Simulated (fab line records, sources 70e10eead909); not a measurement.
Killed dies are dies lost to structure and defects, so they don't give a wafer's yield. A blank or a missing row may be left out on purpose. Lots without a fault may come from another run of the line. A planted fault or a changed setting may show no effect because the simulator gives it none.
Chamber matching | flow nand_harc | NHARC_A_WL_FILL_STRIP_29 on rie_diel-10: 4 sister chambers
The step strips in O2, time 20 s. 8 wafers are shown with their chamber, then 8 later ones without.

WAFERS WITH THEIR CHAMBER
wafer  | chamber | drypump_motor_current_A (A) | oes_product_au (a.u.)
L078.2 | 3       | 6.3                         | 0.993
L078.3 | 0       | 5.8                         | 1.015
L081.1 | 3       | 6.3                         | 0.997
L081.2 | 0       | 5.7                         | 1.009
L086.1 | 1       | 5.2                         | 0.992
L086.2 | 2       | 5.7                         | 0.993
L086.5 | 1       | 5.2                         | 1.000
L090.1 | 2       | 5.7                         | 0.980

WAFERS WITHOUT THEIR CHAMBER
wafer  | drypump_motor_current_A (A) | oes_product_au (a.u.)
L090.4 | 5.2                         | 1.003
L090.5 | 5.7                         | 0.988
L092.1 | 5.8                         | 1.011
L092.5 | 5.8                         | 1.020
L092.6 | 5.2                         | 1.009
L094.1 | 5.2                         | 1.001
L094.2 | 6.3                         | 0.992
L094.5 | 5.2                         | 1.001

WHICH CHAMBER EACH WENT THROUGH
wafer  | from the rows above | in truth
L090.4 | 1                   | 1
L090.5 | 2                   | 2
L092.1 | 0                   | 0
L092.5 | 0                   | 0
L092.6 | 1                   | 1
L094.1 | 1                   | 1
L094.2 | 3                   | 3
L094.5 | 1                   | 1
Placed correctly: 8 of 8. Can't be placed from these rows: 0. Placed wrongly: 0.
How it was worked out, from the rows above alone: a wafer's distance from a chamber is the root of the sum, over the readings, of the square of ((its reading less the chamber's mean) divided by the reading's scatter). The wafer belongs to the nearest chamber; if the next one is less than 2 further off, it can't be placed. A chamber's mean is the mean of its shown wafers. The scatter: the root of (the sum of the squares of (reading less its chamber's mean) over the shown wafers, divided by (wafers less chambers)).
